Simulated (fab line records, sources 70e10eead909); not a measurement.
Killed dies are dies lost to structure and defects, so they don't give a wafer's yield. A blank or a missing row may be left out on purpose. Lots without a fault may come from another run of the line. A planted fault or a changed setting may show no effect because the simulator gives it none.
Chamber matching | flow nand_harc | NHARC_P_CONTACT_ETCH_35 on rie_diel-12: 4 sister chambers
The step etches the open film in CF4, target depth 39 nm, time 65 s. 8 wafers are shown with their chamber, then 7 later ones without.

WAFERS WITH THEIR CHAMBER
wafer  | chamber | drypump_motor_current_A (A) | rf_vpp_V (V)
L077.6 | 1       | 6.2                         | 152.7
L078.4 | 0       | 6.0                         | 150.1
L078.5 | 2       | 5.7                         | 155.3
L081.2 | 3       | 5.9                         | 150.8
L081.3 | 1       | 6.2                         | 151.8
L081.6 | 3       | 5.9                         | 151.4
L088.2 | 0       | 6.0                         | 150.2
L088.3 | 2       | 5.8                         | 152.4

WAFERS WITHOUT THEIR CHAMBER
wafer  | drypump_motor_current_A (A) | rf_vpp_V (V)
L088.5 | 5.8                         | 151.4
L090.1 | 5.7                         | 152.2
L090.2 | 6.2                         | 151.5
L090.3 | 5.9                         | 151.2
L094.1 | 5.9                         | 150.3
L094.2 | 5.8                         | 150.6
L094.4 | 6.0                         | 148.9

WHICH CHAMBER EACH WENT THROUGH
wafer  | from the rows above     | in truth
L088.5 | can't be placed: 2 or 3 | 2
L090.1 | 2                       | 2
L090.2 | 1                       | 1
L090.3 | 3                       | 3
L094.1 | 3                       | 3
L094.2 | can't be placed: 3 or 2 | 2
L094.4 | 0                       | 0
Placed correctly: 5 of 7. Can't be placed from these rows: 2 (the true chamber is among the candidates in 2). Placed wrongly: 0.
How it was worked out, from the rows above alone: a wafer's distance from a chamber is the root of the sum, over the readings, of the square of ((its reading less the chamber's mean) divided by the reading's scatter). The wafer belongs to the nearest chamber; if the next one is less than 2 further off, it can't be placed. A chamber's mean is the mean of its shown wafers. The scatter: the root of (the sum of the squares of (reading less its chamber's mean) over the shown wafers, divided by (wafers less chambers)).
